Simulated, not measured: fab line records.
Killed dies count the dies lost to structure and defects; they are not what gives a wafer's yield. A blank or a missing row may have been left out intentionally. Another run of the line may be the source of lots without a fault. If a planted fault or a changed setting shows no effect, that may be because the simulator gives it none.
Which of the tools did it? | flow nand harc | 13 lots with 39 wafers sampled at 5 steps, on a route of 1302 steps

WHAT THE GAUGES SHOWED, per wafer
NHARC_P_GATE_CD_MEAS_11: target cd 1640 nm.
lot  | measured     | on        | cd nm (nm)
L706 | day 4 12:50  | cd sem-03 | 1640.4 1640.6 1640.7
L707 | day 4 18:14  | cd sem-02 | 1640.7 1641.4 1641.7
L708 | day 5 07:46  | cd sem-02 | 1639.2 1639.3 1639.0
L710 | day 6 02:06  | cd sem-02 | 1638.6 1639.0 1639.3
L713 | day 7 11:33  | cd sem-01 | 1639.1 1641.0 1640.7
L714 | day 7 20:26  | cd sem-01 | 1639.3 1641.0 1640.5
L715 | day 8 04:53  | cd sem-03 | - - -
L719 | day 9 16:36  | cd sem-02 | 1638.2 1639.5 1637.4
L725 | day 12 11:24 | cd sem-01 | 1639.9 1638.9 1640.2
L726 | day 12 19:35 | cd sem-03 | 1641.0 1641.3 1639.0
L727 | day 13 02:04 | cd sem-03 | 1639.6 1638.9 1639.4
L728 | day 13 10:28 | cd sem-01 | 1639.4 1639.9 1640.0
L729 | day 13 21:33 | cd sem-03 | 1643.2 1641.3 1640.8

NHARC_P_GATE_CD_MEAS_26: target cd 120 nm.
lot  | measured     | on        | cd nm (nm)
L706 | day 5 03:27  | cd sem-03 | 120.2 119.6 119.1
L707 | day 5 10:15  | cd sem-02 | 120.6 120.3 119.8
L708 | day 5 21:43  | cd sem-02 | 119.0 119.9 119.1
L710 | day 6 19:32  | cd sem-01 | 120.5 121.0 120.1
L713 | day 8 05:41  | cd sem-02 | 120.1 118.8 120.0
L714 | day 8 11:48  | cd sem-03 | 120.2 119.9 119.5
L715 | day 8 19:30  | cd sem-02 | 119.3 119.8 119.1
L719 | day 10 06:38 | cd sem-02 | 119.1 119.8 119.5
L725 | day 13 01:40 | cd sem-03 | 120.0 120.6 120.1
L726 | day 13 12:43 | cd sem-01 | 120.8 120.2 119.8
L727 | day 13 22:00 | cd sem-01 | 120.4 120.0 120.3
L728 | day 14 03:17 | cd sem-03 | 120.3 120.5 120.1
L729 | day 14 14:32 | cd sem-03 | 119.1 120.0 119.8

WHAT TOOL EACH LOT RAN ON (gives the tool, then ch and the chambers of the sampled wafers, and finally the start)
lot  | NHARC_P_STI_ETCH_42                | NHARC_P_STI_CMP_21            | NHARC_P_GATE_EXPOSE_08
L706 | rie diel-09 ch 1,2,3, day 2 22:05  | cmp-01 ch 0,1, day 3 18:44    | krf scanner-04 ch 0, day 4 12:41
L707 | rie diel-06 ch 0,1,2, day 3 05:41  | cmp-03 ch 2,3, day 4 01:56    | krf scanner-01 ch 0, day 4 18:05
L708 | rie diel-09 ch 0,2,3, day 3 18:01  | cmp-03 ch 1,2,3, day 4 13:38  | krf scanner-01 ch 0, day 5 07:36
L710 | rie diel-13 ch 0,2,3, day 4 13:04  | cmp-01 ch 1,2,3, day 5 07:50  | krf scanner-01 ch 0, day 6 01:56
L713 | rie diel-13 ch 0,1,3, day 5 16:38  | cmp-03 ch 0,2,3, day 6 15:21  | krf scanner-01 ch 0, day 7 11:24
L714 | rie diel-09 ch 0,1,2, day 6 03:35  | cmp-03 ch 1,2,3, day 7 02:30  | krf scanner-03 ch 0, day 7 20:17
L715 | rie diel-13 ch 2,3, day 6 14:00    | cmp-03 ch 2,3, day 7 10:32    | krf scanner-01 ch 0, day 8 04:44
L719 | rie diel-06 ch 1,2,3, day 8 04:54  | cmp-01 ch 0,3, day 9 00:17    | krf scanner-03 ch 0, day 9 16:26
L725 | rie diel-13 ch 0,3, day 10 21:59   | cmp-01 ch 1,2,3, day 11 18:14 | krf scanner-01 ch 0, day 12 11:15
L726 | rie diel-09 ch 0,1,3, day 11 07:58 | cmp-03 ch 0,1, day 12 01:48   | krf scanner-03 ch 0, day 12 19:26
L727 | rie diel-06 ch 0,1,2, day 11 12:31 | cmp-04 ch 0,2,3, day 12 07:22 | krf scanner-01 ch 0, day 13 01:55
L728 | rie diel-06 ch 0,1,3, day 11 23:19 | cmp-03 ch 1,2,3, day 12 17:47 | krf scanner-01 ch 0, day 13 10:19
L729 | rie diel-06 ch 1,2,3, day 12 09:35 | cmp-03 ch 0,2,3, day 13 04:43 | krf scanner-03 ch 0, day 13 21:23
- NHARC_P_STI_ETCH_42: etches the open film in N2/H2, target depth 80 nm, overetch 24 nm, time 61 s.
- NHARC_P_STI_CMP_21: polishes, t overpolish 20 s, target thk 380.67 nm.
- NHARC_P_GATE_EXPOSE_08: exposes mask P HV.

AS READ BY THE TOOLS THEMSELVES (means over the sampled wafers that have a number; for cases with no such wafer, the mark the record gives instead)
NHARC_P_STI_ETCH_42.
lot  | tool        | drypump motor current A (A) | h2 flow sccm (sccm) | n2 flow sccm (sccm) | oes product au (a.u.) | rf fwd power W (W) | rf vpp V (V) | showerhead plenum p Torr (Torr) | throttle valve pct (%)
L706 | rie diel-09 | 5.7                         | 149.8               | 150.0               | 0.998                 | 395.8              | 429.6        | 2.01                            | 14.171
L707 | rie diel-06 | 5.3                         | 150.4               | 149.9               | 0.996                 | 394.9              | 429.9        | 2.02                            | 14.168
L708 | rie diel-09 | 5.9                         | 150.1               | 150.3               | 0.993                 | 396.1              | 431.8        | 2.09                            | 14.172
L710 | rie diel-13 | 5.8                         | 149.5               | 150.1               | 1.004                 | 394.6              | 429.5        | 2.03                            | 14.166
L713 | rie diel-13 | 5.7                         | 149.8               | 150.1               | 1.005                 | 396.0              | 429.4        | 1.99                            | 14.174
L714 | rie diel-09 | 5.7                         | 150.5               | 150.2               | 1.003                 | 396.7              | 430.5        | 2.06                            | 14.173
L715 | rie diel-13 | 5.5                         | 150.0               | 150.2               | 0.989                 | 394.8              | 431.7        | 2.07                            | 14.173
L719 | rie diel-06 | 5.7                         | 150.2               | 150.3               | 1.000                 | 395.9              | 428.3        | 2.00                            | 14.185
L725 | rie diel-13 | 5.9                         | 149.9               | 149.8               | 1.000                 | 394.9              | 428.3        | 1.99                            | 14.172
L726 | rie diel-09 | 5.7                         | 150.0               | 149.6               | 0.999                 | 396.8              | 430.0        | 2.03                            | 14.170
L727 | rie diel-06 | 5.3                         | 149.8               | 149.7               | 0.999                 | 394.9              | 429.2        | 2.01                            | 14.169
L728 | rie diel-06 | 5.5                         | 150.4               | 150.4               | 0.990                 | 396.6              | 429.7        | 2.00                            | 14.173
L729 | rie diel-06 | 5.7                         | 149.7               | 150.3               | 1.001                 | 395.2              | 429.4        | 2.00                            | 14.177

NHARC_P_STI_CMP_21.
lot  | tool   | motor current A (A) | overpolish run s (s) | pad life wafers | retaining ring pressure frac
L706 | cmp-01 | 11.6                | 20.002               | 302             | 0.995
L707 | cmp-03 | 12.1                | 19.992               | 6               | 1.001
L708 | cmp-03 | 11.7                | 20.002               | 49              | 1.000
L710 | cmp-01 | 13.8                | 19.998               | 45              | 0.997
L713 | cmp-03 | 11.9                | 20.001               | 218             | 1.001
L714 | cmp-03 | 11.4                | 19.997               | 266             | 1.000
L715 | cmp-03 | 12.0                | 20.002               | 282             | 0.996
L719 | cmp-01 | 12.1                | 19.998               | 12              | 0.999
L725 | cmp-01 | 13.4                | 20.009               | 248             | 1.003
L726 | cmp-03 | 11.0                | 19.995               | 2               | 0.995
L727 | cmp-04 | 11.5                | 20.002               | 206             | 1.001
L728 | cmp-03 | 11.7                | 19.994               | 49              | 0.998
L729 | cmp-03 | 12.1                | 19.999               | 92              | 0.999

NHARC_P_GATE_EXPOSE_08.
lot  | tool           | stage vel mm s (mm/s)
L706 | krf scanner-04 | 500.32
L707 | krf scanner-01 | 500.39
L708 | krf scanner-01 | 499.81
L710 | krf scanner-01 | 500.14
L713 | krf scanner-01 | 499.88
L714 | krf scanner-03 | 499.72
L715 | krf scanner-01 | 499.93
L719 | krf scanner-03 | 500.21
L725 | krf scanner-01 | 500.06
L726 | krf scanner-03 | 500.31
L727 | krf scanner-01 | 500.26
L728 | krf scanner-01 | 499.97
L729 | krf scanner-03 | 499.94

THE ANSWER, worked out from the rows above alone
Rule: the lots themselves supply what counts as usual. The widest of any qualifying gaps counts: lots, ordered by their means at a reading, are off when they make up no more than a third of the lots, leave a main group of 4 or more, and stand apart from it by 3 or more times the standard deviation of that group's means. The tables above print the reading to a certain number of digits; a main group whose means all agree to those digits is not used. Also off: a lot with no number at a reading for which 4 or more lots have one. Any other lot the step has rows for is counted as sound. After the gauges, taken in route order, come the tools' own readings; for these a lot's mean is taken, as printed above. At the first step where some lot is off, the reading lying furthest off is the one used; lots without a number count as furthest.
Off: L715 (NHARC_P_GATE_CD_MEAS_11, cd nm). Without a number there: L715. Mean 1640.0 nm and standard deviation 0.93 in the main group.
If a tool, at a process step before that reading, ran all the lots that are off and no sound lot after the first of them, it fits. Gauges at NHARC_P_GATE_CD_MEAS_11: tried the same way as those tools. None of those tried fits.

WHAT THE SIMULATOR HAD INSERTED
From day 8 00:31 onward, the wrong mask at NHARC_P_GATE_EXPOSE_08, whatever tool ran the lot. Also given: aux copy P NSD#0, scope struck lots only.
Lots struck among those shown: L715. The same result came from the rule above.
